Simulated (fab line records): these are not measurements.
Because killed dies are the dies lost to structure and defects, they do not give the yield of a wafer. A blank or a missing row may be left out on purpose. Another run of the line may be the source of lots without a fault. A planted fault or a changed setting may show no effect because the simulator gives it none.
Matching of chambers	flow n5-finfet	N5_MOL_CONTACT_COAG_STRIP_96 on rie-diel-05: 4 sister chambers
The step strips in N2/H2. 4 wafers are shown with their chamber, then 11 later ones without.

== EACH WAFER AND ITS CHAMBER ==
wafer	chamber	drypump-motor-current-A (A)
L083.6	3	5.4
L087.1	2	5.6
L087.4	0	5.3
L088.2	1	4.9

== WAFERS MISSING THEIR CHAMBER ==
wafer	drypump-motor-current-A (A)
L088.5	5.3
L088.6	5.6
L092.4	4.8
L092.5	5.6
L092.6	5.3
L093.1	4.8
L093.2	5.3
L093.6	4.9
L094.1	5.6
L094.4	5.4
L094.5	5.6

== WHICH CHAMBER EACH ONE RAN IN ==
wafer	from the rows above	in truth
L088.5	0	0
L088.6	2	2
L092.4	1	1
L092.5	2	2
L092.6	0	0
L093.1	1	1
L093.2	0	0
L093.6	1	1
L094.1	2	2
L094.4	3	3
L094.5	2	2
11 of 11 placed correctly. Not placeable from these rows: 0. 0 placed wrongly.
How it was worked out, from the rows above alone: a wafer's distance from a chamber is the root of the sum, over the readings, of the square of ((its reading less the chamber's mean) divided by the reading's scatter). If the next closest chamber is less than 2 further off than the closest, the wafer can't be placed; otherwise it belongs to the closest. The mean given for a chamber averages the wafers shown for that chamber. The scatter (one wafer shown for each chamber): square how far every hidden wafer sits from the nearest shown wafer, average those squares and take the square root.
